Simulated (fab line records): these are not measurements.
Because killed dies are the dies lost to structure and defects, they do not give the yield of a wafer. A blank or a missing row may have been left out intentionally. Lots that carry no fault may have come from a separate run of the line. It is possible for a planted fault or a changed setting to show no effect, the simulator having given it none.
Chamber matching	flow nand-harc	NHARC_P_CONTACT_ALD_22 on ald-metal-01 has 4 sister chambers
The step deposits TiN, target thk 3 nm, pulse time 1 s, ald cycles 150. 27 wafers are shown with their chamber, then 12 later ones without.

## EACH WAFER AND ITS CHAMBER
wafer	chamber	heater-power-w (W)	precursor-pulse-height-rel
L074.2	1	1018	1.028
L074.5	2	1030	1.000
L074.6	1	1014	0.996
L074.1	3	1136	0.988
L074.3	0	1084	0.997
L074.4	2	1056	0.997
L078.1	1	1012	1.002
L078.5	2	1055	0.987
L078.6	1	999	0.989
L079.1	2	1046	0.982
L079.2	0	1100	1.012
L079.4	3	1139	0.988
L082.1	1	997	1.020
L082.4	0	1095	0.958
L082.6	3	1148	1.018
L085.1	3	1130	1.018
L085.5	3	1170	1.020
L085.6	0	1085	0.982
L086.1	2	1050	1.008
L086.3	3	1101	1.021
L086.6	1	1042	0.979
L088.1	1	1011	0.985
L088.2	2	1024	0.968
L088.4	3	1145	1.010
L091.1	1	1009	0.994
L091.5	2	1050	0.994
L091.6	3	1137	0.975

SIGNATURES (averages over the wafers above)
reading	chamber 0	chamber 1	chamber 2	chamber 3	scatter within a chamber
heater-power-w	1091.00	1012.75	1044.43	1138.25	14.8
precursor-pulse-height-rel	0.98725	0.99913	0.99086	1.00475	0.0174
Rule: distance of a wafer from a chamber = root of the sum over the readings of ((wafer's reading minus chamber's mean) / reading's scatter) squared. If the next closest chamber is less than 2 further off than the closest, the wafer can't be placed; otherwise it belongs to the closest. The scatter is the square root of a quotient: the sum, over the shown wafers, of each reading's squared deviation from its chamber's mean, divided by wafers minus chambers.

## WAFERS WITH NO CHAMBER GIVEN
wafer	heater-power-w (W)	precursor-pulse-height-rel
L094.1	1120	0.996
L094.3	1106	1.012
L094.4	1009	1.043
L096.2	1007	0.956
L096.4	1066	1.004
L096.6	1135	0.970
L096.1	1079	0.976
L096.3	1152	0.992
L096.5	1053	0.982
L097.1	1106	1.010
L097.3	1010	1.009
L097.5	1106	1.005

## WHICH CHAMBER EACH WENT THROUGH
wafer	from the rows above	in truth
L094.1	can't be placed: 3 or 0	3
L094.3	can't be placed: 0 or 3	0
L094.4	can't be placed: 1 or 2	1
L096.2	can't be placed: 1 or 2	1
L096.4	can't be placed: 2 or 0 or 1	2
L096.6	can't be placed: 3 or 0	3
L096.1	can't be placed: 0 or 2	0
L096.3	3	3
L096.5	can't be placed: 2 or 0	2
L097.1	can't be placed: 0 or 3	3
L097.3	can't be placed: 1 or 2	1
L097.5	can't be placed: 0 or 3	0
1 of 12 placed correctly. These rows do not allow placing 11 (true chamber among the candidates in 11). Wrongly placed: 0.
